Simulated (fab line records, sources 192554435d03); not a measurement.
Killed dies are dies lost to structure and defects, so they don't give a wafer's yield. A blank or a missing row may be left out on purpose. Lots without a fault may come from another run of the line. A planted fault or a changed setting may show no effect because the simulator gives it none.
One fault seen from 3 desks | flow n5_finfet | each desk has only its own numbers; what lay behind them comes last

THE DEFECT DESK
What the inspections along the route counted, lot by lot: means of the sampled wafers that have a number. A lot is out of limits, marked OUT, if its mean lies more than 4 standard deviations from the usual mean; the brackets give that distance.
Columns: A = raw_defect_count at N5_BEOL_M14_INSPECT_55, usual 70
lot  | first seen here | A
L407 | day 11 13:53    | 82
L408 | day 11 16:35    | 133
L411 | day 12 07:11    | 72
L417 | day 13 11:56    | 60
L418 | day 13 19:21    | 90
L420 | day 14 10:17    | 102
L422 | day 15 12:25    | 89
L423 | day 15 12:37    | 64
L424 | day 15 23:23    | 65
L427 | day 16 03:23    | 35
L428 | day 16 19:43    | 36
L429 | day 17 05:47    | 56
This desk's finding: nothing out of limits on any of the 12 lots.

THE TOOL OWNER'S DESK: rie_diel-06
The tool's own readings at N5_BEOL_M15_STRIP_63 (strips in O2): means of the sampled wafers that have a number, for each lot that ran on this tool. A lot is out of limits, marked OUT, if its mean lies more than 4 standard deviations from the usual mean; the brackets give that distance.
Columns: A = chamber_pressure_mTorr at N5_BEOL_M15_STRIP_63, usual 29.99 mTorr; B = drypump_motor_current_A at N5_BEOL_M15_STRIP_63, usual 5.9 A; C = oes_product_au at N5_BEOL_M15_STRIP_63, usual 0.80 a.u.; D = rf_vpp_V at N5_BEOL_M15_STRIP_63, usual 3.7 V; E = showerhead_plenum_p_Torr at N5_BEOL_M15_STRIP_63, usual 2.12 Torr; F = throttle_valve_pct at N5_BEOL_M15_STRIP_63, usual 16.6 %
lot  | first seen here | A                       | B   | C    | D   | E    | F
L407 | day 11 14:00    | 29.98                   | 6.5 | 0.76 | 4.1 | 2.08 | 16.9
L408 | day 11 17:00    | 29.86                   | 6.2 | 0.74 | 3.8 | 2.08 | 16.9
L411 | day 12 08:00    | 29.99                   | 6.2 | 0.86 | 3.2 | 2.06 | 16.6
L417 | day 13 13:00    | 39.01 (+99 or more) OUT | 6.4 | 0.74 | 3.7 | 2.08 | 16.9
L418 | day 13 20:00    | 39.01 (+99 or more) OUT | 6.5 | 0.73 | 3.6 | 2.13 | 16.8
This desk's finding: out of limits on L417, L418; first on L417, day 13 13:00 (chamber_pressure_mTorr at N5_BEOL_M15_STRIP_63). In limits: L407, L408, L411.

THE METROLOGY DESK
What the gauges read, lot by lot, whatever tool the lot ran on: means of the sampled wafers that have a number. A lot is out of limits, marked OUT, if its mean lies more than 4 standard deviations from the usual mean; the brackets give that distance.
Columns: A = cd_nm at N5_BEOL_M15_CD_MEAS_10, usual 361.1 nm
lot  | first seen here | A
L407 | day 11 14:29    | 360.8
L408 | day 11 17:19    | 360.6
L411 | day 12 07:46    | 362.8
L417 | day 13 12:38    | 360.8
L418 | day 13 20:03    | 360.7
L420 | day 14 11:00    | 359.5
L422 | day 15 13:00    | 360.7
L423 | day 15 13:19    | 361.6
L424 | day 16 00:05    | 360.2
L427 | day 16 03:59    | 362.8
L428 | day 16 20:19    | 360.2
L429 | day 17 06:31    | 364.3
This desk's finding: nothing out of limits on any of the 12 lots.

PUT TOGETHER
The tool owner's desk could have raised an alarm at day 13 13:00, on L417, L418.
The defect desk saw nothing out of limits.
The metrology desk saw nothing out of limits.
The defect desk has L417, L418 on record, within its limits.
The metrology desk has L417, L418 on record, within its limits.
Of the lots named, all ran N5_BEOL_M15_STRIP_63 on rie_diel-06.

WHAT THE SIMULATOR HAD PUT IN
Process parameter drift: rie_diel-06, from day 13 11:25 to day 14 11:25, at N5_BEOL_M15_STRIP_63. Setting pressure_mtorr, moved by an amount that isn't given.
Lots struck among those shown: L417, L418.
Hours from the fault's start to each desk's first reading out of limits: the tool owner's desk, 2.
